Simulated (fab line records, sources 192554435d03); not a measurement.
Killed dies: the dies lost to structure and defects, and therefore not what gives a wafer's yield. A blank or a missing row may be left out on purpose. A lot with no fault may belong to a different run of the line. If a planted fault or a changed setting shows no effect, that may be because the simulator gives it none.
fab line records :: flow n5Finfet
record:
  lots: 5
  wafers: 13
  lastDay: 17
route steps=1938 shown BEOL_M2@916 BEOL_M3@931 BEOL_M4@1111
lots with no fault: from the same line, run without faults
startH: hours from the record's opening day to when the first of the lot's shown wafers began :: waitH: hours since the lot's step before :: " repeats the value in the row above :: L1.1+2: a single row standing in for several wafers :: - no value present, or no start provided :: * or withheld: withheld :: < > ~ a bound
route shown NAME@n: NAME is a module with steps in the file, n the number in the route of the first one :: usual: mean/standard deviation of fault-free wafers :: same: alike in all rows :: chamber/n: place in a boat :: sites: each site's reading :: _std_site: standard deviation across them :: _edge_site: inner sites' mean taken away from outer sites' mean :: radiusMm: for every site, how far away it sits from the centre of the wafer :: mask NAME#n: copy n :: behind: tool/chamber where the wafer was last shaped :: hold: cause of the lot's hold/its duration in hours/its outcome :: device: transistor that didn't switch, given as n, p or np :: end of line: tests run on the same wafers once the route is complete :: a step with no rows: only its recipe :: killed: count of dies lost to structure and defects at first sort (not the wafer's yield) :: map: a wafer's dies, x killed, . not, _ none there
set.NAME: setting as actually run; set.NAME@STEP: the setting as run at that earlier step :: model.NAME: the simulator's own value behind a step, which no gauge read
lots at selected steps of the route; one table per step, one row per wafer
services: the hour from which a tool's chamber was out of use, counted from the record's first day as startH (under 0 if before that day), plus the number of hours and why
== steps ==
step: N5_BEOL_M2_SPUTTER_92
recipe:
  material: Cu
  targetThkA: 45
  tempC: -20
  chamberPressurePa: 0.07
  powerW: withheld
  timeS: 8.29
step: N5_BEOL_M2_ANNEAL_93
recipe:
  tempC: 400
  timeS: 240
  ambient: vacuum
step: N5_BEOL_M2_SPUTTER_94
recipe:
  material: Cu
  targetThkA: 45
  tempC: -20
  chamberPressurePa: 0.07
  powerW: withheld
  timeS: 8.29
step: N5_BEOL_M2_ANNEAL_95
recipe:
  tempC: 400
  timeS: 240
  ambient: vacuum
step: N5_BEOL_M2_SPUTTER_96
recipe:
  material: Cu
  targetThkA: 45
  tempC: -20
  chamberPressurePa: 0.07
  powerW: withheld
  timeS: 8.29
step: N5_BEOL_M2_ECD_50
recipe:
  material: Cu
  targetThkA: 3000
step: N5_BEOL_M2_ANNEAL_51
recipe:
  tempC: 225
  timeS: 90
  ambient: N2
step: N5_BEOL_M2_CMP_52
recipe:
  stopOn: SiOC
  tOverpolishS: 6.8
  downForcePsi: 1
  platenRpm: 50
  clearingPlatenDownForcePsi: 1.5
  clearingPlatenRpm: 50
  postCmpClean: cuAlkaline
  targetThkNm: 40
  clearingPlatenPadVelocityMS: 0.99484
  padVelocityMS: 0.99484
step: N5_BEOL_M2_PRE_CLEAN_60
recipe:
  gas: NH3/H2
  timeS: 15
  tempC: *
  rfPowerW: 300
step: N5_BEOL_M2_CO_CAP_55
recipe:
  material: Co
  targetThkA: 20
  tempC: 200
  precursor: CCTBA/H2
  pressureTorr: 30
  timeS: 102.1
step: N5_BEOL_M2_PRE_CLEAN_56
recipe:
  gas: NH3
  timeS: 15
  tempC: withheld
  rfPowerW: 300
step: N5_BEOL_M2_DEP_57
recipe:
  material: SiCN
  targetThkA: 80
  tempC: withheld
  precursor: 3MS/NH3
  pressureTorr: 3
  rfW: 202
  timeS: 14
usual:
  showerheadPlenumPTorr: 3.659/0.018
  throttleValvePct: 9.1/0.57
lot.wafer: L248.1
tool: pecvd-04
chamber: 1
startH: 197.36
waitH: 0.0
showerheadPlenumPTorr: 3.647
throttleValvePct: 9.8
model.SiCN_of_BEOL_M2_DEP_57.thkNm: 8

lot.wafer: L248.5
tool: pecvd-04
chamber: 2
startH: 197.36
waitH: 0.0
showerheadPlenumPTorr: 3.652
throttleValvePct: 8.2
model.SiCN_of_BEOL_M2_DEP_57.thkNm: 8

lot.wafer: L248.6
tool: pecvd-04
chamber: 1
startH: 197.36
waitH: 0.0
showerheadPlenumPTorr: 3.647
throttleValvePct: 9.5
model.SiCN_of_BEOL_M2_DEP_57.thkNm: 8

lot.wafer: L254.2
tool: pecvd-04
chamber: 0
startH: 235.09
waitH: 0.0
showerheadPlenumPTorr: 3.661
throttleValvePct: 9.2
model.SiCN_of_BEOL_M2_DEP_57.thkNm: 7.8

lot.wafer: L254.3
tool: pecvd-04
chamber: 2
startH: 235.09
waitH: 0.0
showerheadPlenumPTorr: 3.651
throttleValvePct: 8.1
model.SiCN_of_BEOL_M2_DEP_57.thkNm: 8

lot.wafer: L254.5
tool: pecvd-04
chamber: 0
startH: 235.09
waitH: 0.0
showerheadPlenumPTorr: 3.667
throttleValvePct: 9.1
model.SiCN_of_BEOL_M2_DEP_57.thkNm: 8

lot.wafer: L253.2
tool: pecvd-04
chamber: 1
startH: 247.47
waitH: 0.0
showerheadPlenumPTorr: 3.644
throttleValvePct: 9.5
model.SiCN_of_BEOL_M2_DEP_57.thkNm: 8

lot.wafer: L253.5
tool: pecvd-04
chamber: 2
startH: 247.47
waitH: 0.0
showerheadPlenumPTorr: 3.650
throttleValvePct: 8.0
model.SiCN_of_BEOL_M2_DEP_57.thkNm: 8.2

lot.wafer: L253.6
tool: pecvd-04
chamber: 1
startH: 247.47
waitH: 0.0
showerheadPlenumPTorr: 3.653
throttleValvePct: 9.4
model.SiCN_of_BEOL_M2_DEP_57.thkNm: 14.8

lot.wafer: L256.4
tool: pecvd-04
chamber: 2
startH: 252.53
waitH: 0.0
showerheadPlenumPTorr: 3.648
throttleValvePct: 8.0
model.SiCN_of_BEOL_M2_DEP_57.thkNm: 8

lot.wafer: L256.6
tool: pecvd-04
chamber: 0
startH: 252.53
waitH: 0.0
showerheadPlenumPTorr: 3.672
throttleValvePct: 9.1
model.SiCN_of_BEOL_M2_DEP_57.thkNm: 14.6

lot.wafer: L260.3
tool: pecvd-04
chamber: 1
startH: 267.53
waitH: 0.0
showerheadPlenumPTorr: 3.655
throttleValvePct: 9.5
model.SiCN_of_BEOL_M2_DEP_57.thkNm: 14.4

lot.wafer: L260.6
tool: pecvd-04
chamber: 0
startH: 267.53
waitH: 0.0
showerheadPlenumPTorr: 3.664
throttleValvePct: 9.0
model.SiCN_of_BEOL_M2_DEP_57.thkNm: 14.6
step: N5_BEOL_M3_ILD_DEP_00
recipe:
  material: SiOC
  targetThkA: 790
  tempC: 350
  precursor: DEMS/O2
  pressureTorr: 5
  rfW: 500
  timeS: 15.3
step: N5_BEOL_M3_PECVD_72
recipe:
  material: SiO2
  targetThkA: 160
  tempC: 400
  precursor: TEOS/O2
  pressureTorr: 5.5
  rfW: 450
  teosFlowSccm: 53.8
  gas: O2
  flowSccm: 3000
  timeS: 18
step: N5_BEOL_M3_HM_DEP_02
recipe:
  material: TiN
  targetThkA: 200
  tempC: 25
  chamberPressurePa: 0.49996
step: N5_BEOL_M3_COAT_61
recipe:
  resist: SOC
  tempC: 250
  timeS: 60
  spinRpm: 1500
  resistThkNm: 60
step: N5_BEOL_M3_COAT_62
recipe:
  resist: SiARC
  tempC: 220
  timeS: 60
  spinRpm: 1500
  resistThkNm: 12
step: N5_BEOL_M3_COAT_73
recipe:
  resist: underlayer
  tempC: 205
  timeS: 60
  spinRpm: 1500
  resistThkNm: 5
step: N5_BEOL_M3_COAT_05
recipe:
  resist: CAR-EUV
  spinRpm: 1500
  resistThkNm: 30
step: N5_BEOL_M3_EBR_07
recipe:
  solvent: PGMEA
  ebrWidthMm: 1.5
step: N5_BEOL_M3_SOFTBAKE_06
recipe:
  tempC: 110
  timeS: 60
  resist: CAR-EUV
step: N5_BEOL_M3_EXPOSE_08
recipe:
  maskId: M3
  na: 0.33
  sourceShape: dipole
  sigmaInner: 0.369
  sigmaOuter: 0.767
  polarization: unpolarized
  doseMj: 33
step: N5_BEOL_M3_PEB_09
recipe:
  pebTempC: 100
  pebTimeS: 60
  resist: CAR-EUV
step: N5_BEOL_M3_DEVELOP_10
recipe:
  developTimeS: 30
  developer: TMAH
  resist: CAR-EUV
  rinseLiquid: surfactantRinse
  dry: airSpin
  devTempC: 23
step: N5_BEOL_M3_DESCUM_16
recipe:
  chemistry: O2
  timeS: 7
  sourcePowerW: 50
  biasPowerW: 20
  pressureMtorr: 20
  rfFrequencyHz: 2.712e+07
  tempC: 40
  resist: CAR-EUV
  o2FlowSccm: 225
step: N5_BEOL_M3_ETCH_74
recipe:
  chemistry: N2/H2
  target: underlayer
  targetDepthA: 65
  maskMaterial: CAR-EUV
  timeS: 5.2
  ionEnergyEv: 200
  pressureMtorr: 30
  sourceW: 840
  biasW: 150
  n2FlowSccm: 200
  h2FlowSccm: 200
  ends: cleared
step: N5_BEOL_M3_ETCH_63
recipe:
  chemistry: CF4
  target: SiARC
  targetDepthA: 156
  maskMaterial: CAR-EUV
  timeS: 26
  ionEnergyEv: 80
  pressureMtorr: 40
  sourceW: 545
  biasW: 36
  Ar_flow_sccm: 100
  cf4FlowSccm: 100
  ends: cleared
step: N5_BEOL_M3_ETCH_64
recipe:
  chemistry: N2/H2
  target: SOC
  targetDepthA: 750
  overetchA: 150
  maskMaterial: SiARC
  tempC: 40
  timeS: 112.5
  ionEnergyEv: 200
  pressureMtorr: 30
  sourceW: 840
  biasW: 150
  n2FlowSccm: 200
  h2FlowSccm: 200
step: N5_BEOL_M3_STRIP_65
recipe:
  chemistry: N2/H2
  tempC: 40
  n2FlowSccm: 200
  h2FlowSccm: 200
  rfFrequencyHz: 6e+07
step: N5_BEOL_M3_STRIP_75
recipe:
  chemistry: N2/H2
  tempC: 40
  n2FlowSccm: 200
  h2FlowSccm: 200
  rfFrequencyHz: 6e+07
step: N5_BEOL_M3_STRIP_66
recipe:
  chemistry: CF4
  resist: SiARC
  powerW: 300
  biasPowerW: 75
  pressureMtorr: 50
  cf4FlowSccm: 150
  rfFrequencyHz: 6e+07
step: N5_BEOL_M3_HM_OPEN_17
recipe:
  chemistry: Cl2/BCl3
  targetDepthA: 200
  overetchA: 60
  target: TiN
  maskMaterial: SOC
  ionEnergyEv: 150
  pressureMtorr: 10
  icpW: 1000
  biasW: 126
  Cl2_flow_sccm: 53.25
  bcl3FlowSccm: 21.75
  Ar_flow_sccm: 25
step: N5_BEOL_M3_STRIP_19
recipe:
  chemistry: O2
  powerW: 400
  tempC: 40
  pressureMtorr: 30
  rfFrequencyHz: 6e+07
  biasPowerW: 0
  overashFraction: 0.2
  o2FlowSccm: 225
step: N5_BEOL_M3_COAT_67
recipe:
  resist: SOC
  tempC: 250
  timeS: 60
  spinRpm: 1500
  resistThkNm: 60
step: N5_BEOL_M3_CMP_52
recipe:
  stopOn: SiOC
  tOverpolishS: 6.8
  downForcePsi: 1
  platenRpm: 50
  clearingPlatenDownForcePsi: 1.5
  clearingPlatenRpm: 50
  postCmpClean: cuAlkaline
  targetThkNm: 40
  clearingPlatenPadVelocityMS: 0.99484
  padVelocityMS: 0.99484
usual:
  barrierFieldEndpointS: 24.6/0.57
  motorCurrentA: 6.3/0.6
  overpolishRunS: 6.799/0.0091
  retainingRingPressureFrac: 1.000/0.0047
  timeToEndpointS: 62.1/2.9
lot.wafer: L248.1
tool: cmp-03
chamber: 1
startH: 223.67
waitH: 0.3
barrierFieldEndpointS: 23.7
motorCurrentA: 6.2
overpolishRunS: 6.779
retainingRingPressureFrac: 0.991
timeToEndpointS: 59.3
model.Cu_of_BEOL_M3_ECD_50.thkNm: 39.6

lot.wafer: L248.6
tool: cmp-03
chamber: 1
startH: 223.67
waitH: 0.3
barrierFieldEndpointS: 24.9
motorCurrentA: 6.5
overpolishRunS: 6.810
retainingRingPressureFrac: 0.995
timeToEndpointS: 63.0
model.Cu_of_BEOL_M3_ECD_50.thkNm: 40.2

lot.wafer: L248.5
tool: cmp-03
chamber: 2
startH: 223.67
waitH: 0.3
barrierFieldEndpointS: 24.2
motorCurrentA: 6.1
overpolishRunS: 6.800
retainingRingPressureFrac: 1.000
timeToEndpointS: 56.5
model.Cu_of_BEOL_M3_ECD_50.thkNm: 39.6

lot.wafer: L254.3
tool: cmp-01
chamber: 1
startH: 247.16
waitH: 0.3
barrierFieldEndpointS: 24.4
motorCurrentA: 6.7
overpolishRunS: 6.807
retainingRingPressureFrac: 1.002
timeToEndpointS: 61.4
model.Cu_of_BEOL_M3_ECD_50.thkNm: 40.2

lot.wafer: L254.2
tool: cmp-01
chamber: 3
startH: 247.16
waitH: 0.3
barrierFieldEndpointS: 24.5
motorCurrentA: 5.9
overpolishRunS: 6.799
retainingRingPressureFrac: 1.003
timeToEndpointS: 62.3
model.Cu_of_BEOL_M3_ECD_50.thkNm: 40

lot.wafer: L254.5
tool: cmp-01
chamber: 1
startH: 247.16
waitH: 0.3
barrierFieldEndpointS: 24.8
motorCurrentA: 7.0
overpolishRunS: 6.812
retainingRingPressureFrac: 0.998
timeToEndpointS: 60.8
model.Cu_of_BEOL_M3_ECD_50.thkNm: 40.4

lot.wafer: L253.2
tool: cmp-04
chamber: 2
startH: 254.74
waitH: 0.2
barrierFieldEndpointS: 25.2
motorCurrentA: 6.5
overpolishRunS: 6.793
retainingRingPressureFrac: 0.995
timeToEndpointS: 65.2
model.Cu_of_BEOL_M3_ECD_50.thkNm: 40.6

lot.wafer: L253.5
tool: cmp-04
chamber: 2
startH: 254.74
waitH: 0.2
barrierFieldEndpointS: 25.1
motorCurrentA: 6.6
overpolishRunS: 6.801
retainingRingPressureFrac: 0.997
timeToEndpointS: 61.6
model.Cu_of_BEOL_M3_ECD_50.thkNm: 42.2

lot.wafer: L253.6
tool: cmp-04
chamber: 3
startH: 254.74
waitH: 0.2
barrierFieldEndpointS: 24.6
motorCurrentA: 7.4
overpolishRunS: 6.792
retainingRingPressureFrac: 1.008
timeToEndpointS: 60.9
model.Cu_of_BEOL_M3_ECD_50.thkNm: 48.6

lot.wafer: L256.4
tool: cmp-01
chamber: 2
startH: 263.92
waitH: 0.1
barrierFieldEndpointS: 25.1
motorCurrentA: 5.9
overpolishRunS: 6.797
retainingRingPressureFrac: 0.999
timeToEndpointS: 62.8
model.Cu_of_BEOL_M3_ECD_50.thkNm: 40.2

lot.wafer: L256.6
tool: cmp-01
chamber: 2
startH: 263.92
waitH: 0.1
barrierFieldEndpointS: 24.8
motorCurrentA: 6.0
overpolishRunS: 6.787
retainingRingPressureFrac: 0.998
timeToEndpointS: 62.8
model.Cu_of_BEOL_M3_ECD_50.thkNm: 46.8

lot.wafer: L260.3
tool: cmp-04
chamber: 1
startH: 285.54
waitH: 0.2
barrierFieldEndpointS: 25.7
motorCurrentA: 5.7
overpolishRunS: 6.808
retainingRingPressureFrac: 1.005
timeToEndpointS: 68.3
model.Cu_of_BEOL_M3_ECD_50.thkNm: 43.4

lot.wafer: L260.6
tool: cmp-04
chamber: 1
startH: 285.54
waitH: 0.2
barrierFieldEndpointS: 25.3
motorCurrentA: 5.4
overpolishRunS: 6.809
retainingRingPressureFrac: 0.997
timeToEndpointS: 66.9
model.Cu_of_BEOL_M3_ECD_50.thkNm: 45.4
step: N5_BEOL_M3_THK_MEAS_53
recipe:
  thkMeasGauge: xrf
  reads: Cu_of_BEOL_M3_ECD_50
usual:
  M3_THK: 39.8/1.4
lot.wafer: L248.1
tool: filmMetro-01
chamber: -
startH: 223.97
waitH: -
M3_THK[nm]: 39.2

lot.wafer: L248.5
tool: filmMetro-01
chamber: -
startH: 223.97
waitH: -
M3_THK[nm]: 39.1

lot.wafer: L248.6
tool: filmMetro-01
chamber: -
startH: 223.97
waitH: -
M3_THK[nm]: 39.7

lot.wafer: L254.2
tool: filmMetro-01
chamber: -
startH: 247.46
waitH: -
M3_THK[nm]: 40.3

lot.wafer: L254.3
tool: filmMetro-01
chamber: -
startH: 247.46
waitH: -
M3_THK[nm]: 40.3

lot.wafer: L254.5
tool: filmMetro-01
chamber: -
startH: 247.46
waitH: -
M3_THK[nm]: 40.5

lot.wafer: L253.2
tool: filmMetro-01
chamber: -
startH: 255.03
waitH: -
M3_THK[nm]: 40.8

lot.wafer: L253.5
tool: filmMetro-01
chamber: -
startH: 255.03
waitH: -
M3_THK[nm]: 42.4

lot.wafer: L253.6
tool: filmMetro-01
chamber: -
startH: 255.03
waitH: -
M3_THK[nm]: 48.7

lot.wafer: L256.4
tool: filmMetro-02
chamber: -
startH: 264.22
waitH: -
M3_THK[nm]: 40.3

lot.wafer: L256.6
tool: filmMetro-02
chamber: -
startH: 264.22
waitH: -
M3_THK[nm]: 46.7

lot.wafer: L260.3
tool: filmMetro-02
chamber: -
startH: 285.80
waitH: -
M3_THK[nm]: 43.3

lot.wafer: L260.6
tool: filmMetro-02
chamber: -
startH: 285.80
waitH: -
M3_THK[nm]: 45.4
step: N5_BEOL_M3_RS_MEAS_58
recipe:
  thkMeasGauge: four-point-probe
  reads: Co_of_BEOL_M3_CO_CAP_55+Cu_of_BEOL_M3_ECD_50+Co_of_BEOL_M3_CVD_47+TaN_of_BEOL_M3_ALD_84
usual:
  M3_RS: 0.672/0.03
lot.wafer: L248.1
tool: filmMetro-01
chamber: -
startH: 224.23
waitH: 0.0
M3_RS[ohm/sq]: 0.676

lot.wafer: L248.5
tool: filmMetro-01
chamber: -
startH: 224.23
waitH: 0.0
M3_RS[ohm/sq]: 0.677

lot.wafer: L248.6
tool: filmMetro-01
chamber: -
startH: 224.23
waitH: 0.0
M3_RS[ohm/sq]: 0.663

lot.wafer: L254.2
tool: filmMetro-01
chamber: -
startH: 247.83
waitH: 0.1
M3_RS[ohm/sq]: 0.667

lot.wafer: L254.3
tool: filmMetro-01
chamber: -
startH: 247.83
waitH: 0.1
M3_RS[ohm/sq]: 0.661

lot.wafer: L254.5
tool: filmMetro-01
chamber: -
startH: 247.83
waitH: 0.1
M3_RS[ohm/sq]: 0.657

lot.wafer: L253.2
tool: filmMetro-02
chamber: -
startH: 255.49
waitH: 0.1
M3_RS[ohm/sq]: 0.655

lot.wafer: L253.5
tool: filmMetro-02
chamber: -
startH: 255.49
waitH: 0.1
M3_RS[ohm/sq]: 0.622

lot.wafer: L253.6
tool: filmMetro-02
chamber: -
startH: 255.49
waitH: 0.1
M3_RS[ohm/sq]: 0.521

lot.wafer: L256.4
tool: filmMetro-02
chamber: -
startH: 264.48
waitH: 0.0
M3_RS[ohm/sq]: 0.663

lot.wafer: L256.6
tool: filmMetro-02
chamber: -
startH: 264.48
waitH: 0.0
M3_RS[ohm/sq]: 0.548

lot.wafer: L260.3
tool: filmMetro-01
chamber: -
startH: 286.06
waitH: 0.1
M3_RS[ohm/sq]: 0.602

lot.wafer: L260.6
tool: filmMetro-01
chamber: -
startH: 286.06
waitH: 0.1
M3_RS[ohm/sq]: 0.567
step: N5_BEOL_M4_RC_MEAS_101
usual:
  DIBL_N: 36.0/1.4
  DIBL_P: 36.1/1.4
  IOFF_N: 0.153/0.02
  IOFF_P: 0.211/0.026
  ION_N: 673/8.7
  ION_P: 463/6.7
  SS_N: 71.5/0.5
  SS_P: 73.3/0.54
  VT_N: 250.1/2.4
  VT_P: -250.2/2.9
lot.wafer: L248.1
tool: prober-01
chamber: 0
startH: 230.78
waitH: 0.0
DIBL_N[mV/V]: 35.2
DIBL_P[mV/V]: 36.1
IOFF_N[nA/um]: 0.147
IOFF_P[nA/um]: 0.199
ION_N[uA/um]: 682
ION_P[uA/um]: 461
SS_N[mV/dec]: 71.0
SS_P[mV/dec]: 73.0
VT_N[mV]: 249.7
VT_P[mV]: -251.2

lot.wafer: L248.5
tool: prober-01
chamber: 0
startH: 230.78
waitH: 0.0
DIBL_N[mV/V]: 34.9
DIBL_P[mV/V]: 35.6
IOFF_N[nA/um]: 0.145
IOFF_P[nA/um]: 0.209
ION_N[uA/um]: 675
ION_P[uA/um]: 467
SS_N[mV/dec]: 71.4
SS_P[mV/dec]: 72.6
VT_N[mV]: 251.5
VT_P[mV]: -249.9

lot.wafer: L248.6
tool: prober-01
chamber: 0
startH: 230.78
waitH: 0.0
DIBL_N[mV/V]: 35.5
DIBL_P[mV/V]: 36.2
IOFF_N[nA/um]: 0.154
IOFF_P[nA/um]: 0.214
ION_N[uA/um]: 676
ION_P[uA/um]: 467
SS_N[mV/dec]: 71.5
SS_P[mV/dec]: 73.3
VT_N[mV]: 250.6
VT_P[mV]: -248.6

lot.wafer: L254.2
tool: prober-02
chamber: 0
startH: 270.72
waitH: 1.1
DIBL_N[mV/V]: 35.8
DIBL_P[mV/V]: 34.0
IOFF_N[nA/um]: 0.128
IOFF_P[nA/um]: 0.190
ION_N[uA/um]: 667
ION_P[uA/um]: 455
SS_N[mV/dec]: 71.3
SS_P[mV/dec]: 72.9
VT_N[mV]: 252.5
VT_P[mV]: -251.2

lot.wafer: L254.3
tool: prober-02
chamber: 0
startH: 270.72
waitH: 1.1
DIBL_N[mV/V]: 38.2
DIBL_P[mV/V]: 37.6
IOFF_N[nA/um]: 0.172
IOFF_P[nA/um]: 0.245
ION_N[uA/um]: 680
ION_P[uA/um]: 471
SS_N[mV/dec]: 71.9
SS_P[mV/dec]: 74.4
VT_N[mV]: 248.7
VT_P[mV]: -247.1

lot.wafer: L254.5
tool: prober-02
chamber: 0
startH: 270.72
waitH: 1.1
DIBL_N[mV/V]: 37.3
DIBL_P[mV/V]: 36.1
IOFF_N[nA/um]: 0.160
IOFF_P[nA/um]: 0.228
ION_N[uA/um]: 681
ION_P[uA/um]: 471
SS_N[mV/dec]: 71.7
SS_P[mV/dec]: 74.0
VT_N[mV]: 250.8
VT_P[mV]: -249.4

lot.wafer: L253.2
tool: prober-02
chamber: 0
startH: 272.88
waitH: 0.4
DIBL_N[mV/V]: 36.4
DIBL_P[mV/V]: 36.5
IOFF_N[nA/um]: 0.174
IOFF_P[nA/um]: 0.230
ION_N[uA/um]: 685
ION_P[uA/um]: 469
SS_N[mV/dec]: 71.9
SS_P[mV/dec]: 73.8
VT_N[mV]: 246.1
VT_P[mV]: -248.7

lot.wafer: L253.5
tool: prober-02
chamber: 0
startH: 272.88
waitH: 0.4
DIBL_N[mV/V]: 35.9
DIBL_P[mV/V]: 36.3
IOFF_N[nA/um]: 0.164
IOFF_P[nA/um]: 0.224
ION_N[uA/um]: 677
ION_P[uA/um]: 470
SS_N[mV/dec]: 72.1
SS_P[mV/dec]: 73.0
VT_N[mV]: 247.6
VT_P[mV]: -250.6

lot.wafer: L253.6
tool: prober-02
chamber: 0
startH: 272.88
waitH: 0.4
DIBL_N[mV/V]: 34.3
DIBL_P[mV/V]: 34.4
IOFF_N[nA/um]: 0.142
IOFF_P[nA/um]: 0.192
ION_N[uA/um]: 664
ION_P[uA/um]: 461
SS_N[mV/dec]: 71.4
SS_P[mV/dec]: 73.1
VT_N[mV]: 251.3
VT_P[mV]: -252.7

lot.wafer: L256.4
tool: prober-02
chamber: 0
startH: 282.19
waitH: 1.0
DIBL_N[mV/V]: 38.0
DIBL_P[mV/V]: 37.9
IOFF_N[nA/um]: 0.154
IOFF_P[nA/um]: 0.224
ION_N[uA/um]: 667
ION_P[uA/um]: 459
SS_N[mV/dec]: 72.2
SS_P[mV/dec]: 73.2
VT_N[mV]: 253.8
VT_P[mV]: -250.5

lot.wafer: L256.6
tool: prober-02
chamber: 0
startH: 282.19
waitH: 1.0
DIBL_N[mV/V]: 38.3
DIBL_P[mV/V]: 37.8
IOFF_N[nA/um]: 0.168
IOFF_P[nA/um]: 0.232
ION_N[uA/um]: 677
ION_P[uA/um]: 461
SS_N[mV/dec]: 71.4
SS_P[mV/dec]: 73.2
VT_N[mV]: 249.4
VT_P[mV]: -250.7

lot.wafer: L260.3
tool: prober-01
chamber: 0
startH: 302.18
waitH: 0.3
DIBL_N[mV/V]: 36.4
DIBL_P[mV/V]: 36.3
IOFF_N[nA/um]: 0.162
IOFF_P[nA/um]: 0.233
ION_N[uA/um]: 683
ION_P[uA/um]: 471
SS_N[mV/dec]: 71.1
SS_P[mV/dec]: 73.6
VT_N[mV]: 247.3
VT_P[mV]: -245.6

lot.wafer: L260.6
tool: prober-01
chamber: 0
startH: 302.18
waitH: 0.3
DIBL_N[mV/V]: 37.1
DIBL_P[mV/V]: 36.5
IOFF_N[nA/um]: 0.163
IOFF_P[nA/um]: 0.228
ION_N[uA/um]: 672
ION_P[uA/um]: 467
SS_N[mV/dec]: 71.8
SS_P[mV/dec]: 73.9
VT_N[mV]: 251.1
VT_P[mV]: -250.0
== services ==
tool: cmp-04
chamber: -
startH: 175.54
hours: 6.0
kind: repair

tool: pecvd-04
chamber: 0
startH: 175.95
hours: 2.1
kind: scheduledDown

tool: pecvd-04
chamber: 1
startH: 188.36
hours: 2.1
kind: scheduledDown

tool: cmp-01
chamber: -
startH: 210.55
hours: 4.1
kind: pm

tool: cmp-03
chamber: -
startH: 226.24
hours: 1.2
kind: repair

tool: cmp-04
chamber: -
startH: 235.82
hours: 1.6
kind: repair

tool: cmp-04
chamber: -
startH: 242.09
hours: 4.0
kind: pm

tool: cmp-04
chamber: -
startH: 246.09
hours: -
kind: consumableReplace:conditioner

tool: cmp-04
chamber: -
startH: 246.09
hours: -
kind: consumableReplace:pad

tool: cmp-03
chamber: -
startH: 248.30
hours: 4.0
kind: pm

tool: cmp-03
chamber: -
startH: 252.30
hours: -
kind: consumableReplace:conditioner

tool: cmp-03
chamber: -
startH: 252.30
hours: -
kind: consumableReplace:pad

tool: cmp-03
chamber: -
startH: 252.82
hours: 19.2
kind: pm

tool: cmp-01
chamber: -
startH: 252.97
hours: 0.3
kind: repair

tool: cmp-01
chamber: -
startH: 268.39
hours: 4.0
kind: pm

tool: cmp-04
chamber: -
startH: 272.07
hours: 3.8
kind: pm

tool: cmp-01
chamber: -
startH: 272.39
hours: -
kind: consumableReplace:conditioner

tool: cmp-01
chamber: -
startH: 272.39
hours: -
kind: consumableReplace:pad

tool: cmp-01
chamber: -
startH: 276.20
hours: 0.5
kind: repair
== key ==
firstSign:
  step: N5_BEOL_M3_THK_MEAS_53
  reading: M3_THK
  direction: up
  sigmas: 4.6
  usual: 39.8
  struck: 46.0
effect:
  step: N5_BEOL_M3_RS_MEAS_58
  reading: M3_RS
  direction: down
  sigmas: 3.8
  usual: 0.672
  struck: 0.559
modelEffect:
  step: N5_BEOL_M2_DEP_57
  value: SiCN_of_BEOL_M2_DEP_57.thkNm
  without: 7.95
  struck: 14.6
modelEffect:
  step: N5_BEOL_M3_CMP_52
  value: Cu_of_BEOL_M3_ECD_50.thkNm
  without: 39.45
  struck: 46.05
metAt N5_BEOL_M2_DEP_57
struckWafers L253.6,L256.6,L260.3,L260.6
onsetBetween 235.09 247.47
fault:
  kind: processParameterDrift
  tool: pecvd-04
  chamber: -
  onsetH: 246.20
  steps: N5_BEOL_M2_DEP_57
  channel: timeS
  offset: *
  shape: step
  endH: 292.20
  scope: struckWafersOnly
  actsIn: *
  stated: *
